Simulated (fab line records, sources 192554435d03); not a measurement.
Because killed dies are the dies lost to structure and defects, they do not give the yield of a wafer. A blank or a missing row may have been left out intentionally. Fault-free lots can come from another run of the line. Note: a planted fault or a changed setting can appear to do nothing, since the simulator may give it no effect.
Split-lot study | flow n5 finfet | route with 1938 steps; 7 lots, 21 wafers read

## ON THE SPLIT
At N5_BEOL_M0_SAQP_PECVD_96 (deposits a-Si from SiH4/He, target thk 45 nm, time 45.2 s), the setting time s was moved away from the recipe's 45.2 s on 3 of the 21 wafers read, by -12.7% to +8.7%. For the rest of the wafers, this setting stayed at what the recipe calls for.

## FROM THE SPLIT TO THE READING: what the file shows between them, 11 steps
- N5_BEOL_M0_SAQP_PECVD_04: deposits a-Si from SiH4/He, target thk 60 nm, time 60.2 s (also split here: time s)
- N5_BEOL_M0_SAQP_THK_MEAS_05
- N5_BEOL_M0_SAQP_HM_DEP_111: deposits SiO2 from SiH4/N2O, target thk 12 nm, time 7.2 s
- N5_BEOL_M0_SAQP_COAT_81: time 60 s, resist thk 100 nm
- N5_BEOL_M0_SAQP_HM_OPEN_112: chemistry CHF3/O2, target SiO2, stops on a-Si, target depth 12 nm, time 13.5 s
- N5_BEOL_M0_SAQP_STRIP_113: strips in CHF3/O2
- N5_BEOL_M0_SAQP_MANDREL_ETCH_20: etches a-Si in HBr/Cl2, stops on SiNx, target depth 60 nm, bt time 10 s, time 30 s
- N5_BEOL_M0_SAQP_STRIP_86: strips in N2/H2
- N5_BEOL_M0_SAQP_STRIP_115: strips in post etch residue remover, time 60 s
- N5_BEOL_M0_SAQP_ETCH_101: etches SiNx in CH3F/O2, target depth 29.9 nm, time 42.7 s
- N5_BEOL_M0_SAQP_ETCH_102: etches SiO2 in CF4, target depth 4 nm, time 4.4 s

## THE READING
oes product au, in a.u., at N5_BEOL_M0_SAQP_MANDREL_ETCH_103 (etches a-Si in HBr/Cl2, stops on SiCN, target depth 45 nm, bt time 10 s, time 27 s). On this fab line, fault-free wafers typically give 0.680 a.u. with a standard deviation of 0.012 a.u.

wafer  | tool, chamber at the split | time s as run, s | against the recipe | oes product au, a.u. | against lot-mates on the recipe
L076.2 | pecvd-04, 0                | 45.2             | recipe             | 0.689                | -
L076.4 | pecvd-04, 1                | 45.2             | recipe             | 0.691                | -
L076.6 | pecvd-04, 0                | 45.2             | recipe             | 0.683                | -
L078.1 | pecvd-02, 2                | 45.2             | recipe             | 0.675                | -
L078.2 | pecvd-02, 1                | 45.2             | recipe             | 0.684                | -
L078.6 | pecvd-02, 2                | 45.2             | recipe             | 0.680                | -
L082.3 | pecvd-04, 2                | 45.2             | recipe             | 0.667                | -
L082.4 | pecvd-04, 1                | 45.2             | recipe             | 0.675                | -
L082.5 | pecvd-04, 2                | 47.75            | +5.6%              | 0.695                | +0.024
L083.1 | pecvd-04, 0                | 45.2             | recipe             | 0.673                | -
L083.2 | pecvd-04, 1                | 45.2             | recipe             | 0.684                | -
L083.5 | pecvd-04, 2                | 39.46            | -12.7%             | 0.621                | -0.058
L089.2 | pecvd-02, 2                | 45.2             | recipe             | 0.673                | -
L089.3 | pecvd-02, 1                | 45.2             | recipe             | 0.678                | -
L089.4 | pecvd-02, 2                | 49.12            | +8.7%              | 0.713                | +0.037
L092.1 | pecvd-02, 0                | 45.2             | recipe             | 0.692                | -
L092.2 | pecvd-02, 1                | 45.2             | recipe             | 0.664                | -
L092.4 | pecvd-02, 0                | 45.2             | recipe             | 0.695                | -
L096.1 | pecvd-03, 1,2              | 45.2             | recipe             | 0.694                | -
L096.2 | pecvd-03, 1,2              | 45.2             | recipe             | 0.664                | -
L096.3 | pecvd-03, 0                | 45.2             | recipe             | 0.688                | -
If several chambers appear in one row, that row covers several wafers at once and the file leaves open which wafer was in which chamber.

THE FIT
A straight line over all 21 wafers: oes product au changes by +0.00418 a.u. for each +1% of time s; r = +0.85; the points scatter about the line by 0.0098 a.u.
The same after taking each lot's own level away (the mean of its wafers on the recipe; 21 wafers): +0.00444 a.u. for each +1%; r = +0.90; scatter 0.0082 a.u.
On that fit, the largest move of time s shifts the reading by 0.056 a.u.
Across the lots, their own levels run from 0.6710 to 0.6877 a.u., a range of 1.4 times the standard deviation given above.
Consequently the slope shifts little with the lot-to-lot level, the two slopes agreeing.
Check: -0.0547 a.u. against its lot-mates is what the line predicts for one of the wafers moved furthest among these (-12.7%) when that wafer is left out of the fit. It came out at -0.0575 a.u. against them.

## THESE WAFERS: OTHER SPLITS
Note: prior to the reading, these wafers also went through further splits. Each is held against what the fit with the lots' levels taken away leaves over:
other split on the same wafers         | wafers away from the commonest value | r with oes product au (lot level and that fit taken away)
N5_GATE_CUT_ETCH_37 bias w             | 7                                    | -0.12
N5_MOL_CONTACT_COAG_ALD_27 ald cycles  | 5                                    | -0.24
N5_MOL_CONTACT_COAG_EXPOSE_81 dose mj  | 7                                    | +0.19
N5_MOL_CONTACT_COAG_ALD_131 ald cycles | 10                                   | -0.09
N5_BEOL_M0_SAQP_PECVD_04 time s        | 11                                   | +0.00

## THE WHOLE CHAIN: every reading that the file lists as answering this split, in the file's order
step                             | what it does                                                                       | reading                                                                               | change (the file's fit)                   | r (the file's)
N5_BEOL_M0_SAQP_PECVD_96         | deposits a-Si from SiH4/He, target thk 45 nm, time 45.2 s                          | a-Si_of_BEOL_M0_SAQP_PECVD_96.thk nm (the simulator's own value, which no gauge read) | +0.425 nm for each +1% of the setting     | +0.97
N5_BEOL_M0_SAQP_MANDREL_ETCH_103 | etches a-Si in HBr/Cl2, stops on SiCN, target depth 45 nm, bt time 10 s, time 27 s | oes product au                                                                        | +0.00443 a.u. for each +1% of the setting | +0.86
N5_BEOL_M0_SAQP_MANDREL_ETCH_103 | etches a-Si in HBr/Cl2, stops on SiCN, target depth 45 nm, bt time 10 s, time 27 s | etch.depth nm (the simulator's own value, which no gauge read)                        | +0.428 nm for each +1% of the setting     | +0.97

## FILE'S OWN FIT
oes product au changes by +0.00443 a.u. for each +1% of time s, r = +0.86.
